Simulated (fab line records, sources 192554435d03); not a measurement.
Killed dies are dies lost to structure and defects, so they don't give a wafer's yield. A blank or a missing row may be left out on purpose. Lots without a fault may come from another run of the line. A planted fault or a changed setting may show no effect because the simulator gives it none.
A struck lot beside a sound one | flow n5_finfet | 16 steps out of a route of 1938
Sound: wafers L789.2, L789.3, L789.5. Struck: wafers L786.1, L786.3, L786.6. The cause comes at the end.
At each step with rows: each side's tool, then ch and its chambers, then its first start. Under that, the readings that differ: sound wafers | struck wafers | difference of the means | sigmas: that difference in standard deviations of wafers without a fault.
alike: readings whose means differ by less than 2 such deviations, and words and numbers that are the same on both sides. not compared: withheld readings, readings that some wafer has no value for, bounds like >300 that may hide the same value, and numbers for which the record gives no deviation and whose values overlap.
The two part at a step that has a row with sigmas, a row that says differs or no value, or rows on one side only. Numbers that don't overlap but have no deviation are shown without sigmas and don't part them. A reading that every wafer of one side lacks parts them only if that side has two wafers or more.

first, 3 steps without rows for these wafers: N5_BEOL_M4_EXPOSE_08 (exposes mask M4); N5_BEOL_M4_PEB_09 (peb time 60 s); N5_BEOL_M4_DEVELOP_10 (develop time 30 s).
N5_BEOL_M4_CD_MEAS_11: target cd 16.79 nm.
  sound on cd_sem-02 ch 0, day 11 19:09; struck on cd_sem-03 ch 0, day 10 14:59
  alike: cd_nm
N5_BEOL_M4_OVL_MEAS_12:
  sound on overlay-02 ch 0, day 11 19:11; struck on overlay-01 ch 0, day 10 15:01
  reading     | sound       | struck       | difference | sigmas
  M4_OVL (nm) | 1.3 1.8 1.3 | 0.4 0.2 -0.5 | -1.4       | -2
N5_BEOL_M4_INSPECT_13: inspects for defects (brightfield).
  sound on defect_inspect-02, day 11 19:14; struck on defect_inspect-01, day 10 15:04
  alike: raw_defect_count
N5_BEOL_M4_DESCUM_16: chemistry O2, time 7 s.
  sound on rie_diel-05 ch 1,3, day 11 19:17; struck on rie_diel-06 ch 0,2, day 10 15:06
  reading                | sound          | struck         | difference | sigmas
  throttle_valve_pct (%) | 19.8 20.1 20.1 | 20.1 21.1 21.1 | +0.8       | +2
  alike: drypump_motor_current_A, oes_product_au, rf_vpp_V, showerhead_plenum_p_Torr
  not compared: rf_hours_counter_h
N5_BEOL_M4_ETCH_74: etches underlayer in N2/H2, target depth 6.5 nm, time 5.2 s.
  sound on rie_diel-05 ch 1,3, day 11 19:19; struck on rie_diel-06 ch 0,2, day 10 15:08
  reading                | sound          | struck         | difference | sigmas
  throttle_valve_pct (%) | 17.2 17.5 17.5 | 17.5 18.3 18.4 | +0.7       | +2
  alike: drypump_motor_current_A, etch_rf_on_time_s, oes_product_au, rf_vpp_V, showerhead_plenum_p_Torr
  not compared: rf_hours_counter_h
N5_BEOL_M4_ETCH_63: etches SiARC in CF4, target depth 15.6 nm, time 26 s.
  sound on rie_diel-05 ch 1,3, day 11 19:20; struck on rie_diel-06 ch 0,2, day 10 15:09
  reading                | sound          | struck         | difference | sigmas
  throttle_valve_pct (%) | 15.1 15.2 15.2 | 15.3 16.3 16.3 | +0.8       | +2
  alike: drypump_motor_current_A, etch_rf_on_time_s, oes_product_au, rf_vpp_V, showerhead_plenum_p_Torr
  not compared: rf_hours_counter_h
N5_BEOL_M4_ETCH_64: etches SOC in N2/H2, target depth 75 nm, overetch 22.5 nm, time 121.9 s.
  sound on rie_diel-05 ch 1,3, day 11 19:21; struck on rie_diel-06 ch 0,2, day 10 15:11
  alike: drypump_motor_current_A, oes_product_au, rf_vpp_V, showerhead_plenum_p_Torr, throttle_valve_pct
  not compared: rf_hours_counter_h
then, 2 steps without rows for these wafers: N5_BEOL_M4_STRIP_65 (strips in N2/H2); N5_BEOL_M4_STRIP_75 (strips in N2/H2).
N5_BEOL_M4_STRIP_66: strips in CF4.
  sound on rie_diel-05 ch 1,3, day 11 19:29; struck on rie_diel-06 ch 0,2, day 10 15:19
  no value came back on the struck wafers for any of 7 readings (bias_power_w (W), cf4_flow_sccm (sccm) and others); on the sound wafers bias_power_w (W) reads 75.21 75.01 74.80
  reading                                    | sound | struck    | difference | sigmas
  model.SiARC_of_BEOL_M4_COAT_62.thk_nm (nm) | 0 0 0 | 6 6.4 6.4 | +6         |
  not compared: rf_hours_counter_h
N5_BEOL_M4_HM_OPEN_17: chemistry Cl2/BCl3, target TiN, target depth 20 nm, overetch 6 nm.
  sound on rie_metal-01 ch 1, day 11 19:34; struck on rie_metal-01 ch 1, day 10 15:22
  alike: drypump_motor_current_A, oes_product_au, throttle_valve_pct
  not compared: rf_hours_counter_h
N5_BEOL_M4_RC_MEAS_101:
  sound on prober-01 ch 0, day 12 01:53; struck on prober-02 ch 0, day 11 02:05
  alike: DIBL_N, DIBL_P, IOFF_N, IOFF_P, ION_N, ION_P, SS_N, SS_P, VT_N, VT_P
then, 1 step without rows for these wafers: N5_PASSIVATION_PROBE_49.

WHERE THEY PART
First at N5_BEOL_M4_OVL_MEAS_12; last, within this record, at N5_BEOL_M4_STRIP_66. Later steps at which nothing parts them and some readings are alike: N5_BEOL_M4_HM_OPEN_17, N5_BEOL_M4_RC_MEAS_101.

WHY: what the simulator had put in
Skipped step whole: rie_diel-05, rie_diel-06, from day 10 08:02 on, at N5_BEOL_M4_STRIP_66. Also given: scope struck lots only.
